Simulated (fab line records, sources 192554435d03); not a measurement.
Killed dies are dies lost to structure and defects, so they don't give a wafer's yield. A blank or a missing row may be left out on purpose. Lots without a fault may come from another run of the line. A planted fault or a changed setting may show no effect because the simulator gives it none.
A struck lot beside a sound one | flow n5_finfet | 15 steps out of a route of 1938
Sound: wafers L216.1, L216.3, L216.4. Struck: wafers L230.2, L230.5, L230.6. The cause comes at the end.
At each step with rows: each side's tool, then ch and its chambers, then its first start. Under that, the readings that differ: sound wafers | struck wafers | difference of the means | sigmas: that difference in standard deviations of wafers without a fault.
alike: readings whose means differ by less than 2 such deviations, and words and numbers that are the same on both sides. not compared: withheld readings, readings that some wafer has no value for, bounds like >300 that may hide the same value, and numbers for which the record gives no deviation and whose values overlap.
The two part at a step that has a row with sigmas, a row that says differs or no value, or rows on one side only. Numbers that don't overlap but have no deviation are shown without sigmas and don't part them. A reading that every wafer of one side lacks parts them only if that side has two wafers or more.

first, 2 steps without rows for these wafers: N5_FIN_SAQP_STRIP_74 (strips in CHF3/O2); N5_FIN_SAQP_MANDREL_ETCH_22 (etches a-Si in HBr/Cl2, stops on SiNx, target depth 60 nm, bt time 10 s, time 30 s).
N5_FIN_SAQP_STRIP_55: strips in N2/H2.
  sound on rie_diel-02 ch 0,1,2, day 2 05:50; struck on rie_diel-05 ch 1,2, day 5 16:16
  alike: chamber_pressure_mTorr, drypump_motor_current_A, oes_product_au, rf_vpp_V, showerhead_plenum_p_Torr, throttle_valve_pct
  not compared: rf_hours_counter_h
then, 2 steps without rows for these wafers: N5_FIN_SAQP_STRIP_23 (strips in SPM, time 750 s); N5_FIN_SAQP_SRD_66 (time 30 s).
N5_FIN_SAQP_RECESS_75: chemistry HF/NH3, target SiO2, target depth 14.4 nm, afs cycles 3, sublimation time 60 s.
  sound on vapor_etch-02 ch 0,1, day 2 06:10; struck on vapor_etch-02 ch 0,1, day 5 16:35
  alike: drypump_motor_current_A
N5_FIN_SAQP_SPACER1_ALD_24: deposits SiO2, target thk 20.3 nm, pulse time 1 s, purge time 2 s.
  sound on ald_sin-01 ch 0,2, day 2 06:32; struck on ald_sin-03 ch 1,2, day 5 16:58
  alike: heater_power_w, precursor_pulse_height_rel
then, 2 steps without rows for these wafers: N5_FIN_SAQP_SPACER1_ETCHBACK_25 (etches SiO2 in CHF3/O2, target depth 24.4 nm, time 12.2 s); N5_FIN_SAQP_MANDREL1_REMOVE_56 (chemistry HBr/Cl2/O2, target a-Si, stops on SiNx, bt time 10 s).
N5_FIN_SAQP_CD_MEAS_27: target cd 20 nm.
  sound on cd_sem-02 ch 0, day 2 07:28; struck on cd_sem-02 ch 0, day 5 17:54
  alike: cd_nm
N5_FIN_SAQP_ETCH_57: etches SiNx in CH3F/O2, target depth 32.5 nm, time 46.4 s.
  sound on rie_diel-04 ch 1,2,3, day 2 07:30; struck on rie_diel-04 ch 0,1,3, day 5 17:57
  alike: O2_flow_sccm, chamber_pressure_mTorr, drypump_motor_current_A, etch_rf_on_time_s, oes_product_au, rf_fwd_power_W, rf_vpp_V, showerhead_plenum_p_Torr, throttle_valve_pct
  not compared: rf_hours_counter_h
then, 1 step without rows for these wafers: N5_FIN_SAQP_ETCH_65 (etches SiO2 in CF4, target depth 4 nm, time 4.4 s).
N5_FIN_SAQP_MANDREL_ETCH_58: etches a-Si in HBr/Cl2, stops on SiNx, target depth 45 nm, bt time 10 s, time 27 s.
  sound on rie_si-05 ch 0,2,3, day 2 07:38; struck on rie_si-03 ch 0,1,2, day 5 18:05
  reading            | sound             | struck            | difference | sigmas
  rf_fwd_power_W (W) | 796.2 794.8 796.8 | 316.9 314.3 307.4 | -483.1     | -99 or more
  alike: chamber_pressure_mTorr, drypump_motor_current_A, he_backside_leak_sccm, oes_product_au, throttle_valve_pct
  not compared: rf_hours_counter_h
N5_FIN_SAQP_RECESS_63: chemistry HF/NH3, target SiO2, target depth 18 nm, afs cycles 3, sublimation time 60 s.
  sound on vapor_etch-02 ch 0,1, day 2 07:44; struck on vapor_etch-02 ch 0,1, day 5 18:10
  alike: drypump_motor_current_A
then, 1 step without rows for these wafers: N5_PASSIVATION_PROBE_49.

WHERE THEY PART
Only at N5_FIN_SAQP_MANDREL_ETCH_58, within this record. Later steps at which nothing parts them and some readings are alike: N5_FIN_SAQP_RECESS_63.

WHY: what the simulator had put in
Process parameter drift: rie_si-03, from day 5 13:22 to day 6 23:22, at N5_FIN_SAQP_MANDREL_ETCH_58. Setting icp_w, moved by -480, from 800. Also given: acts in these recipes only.
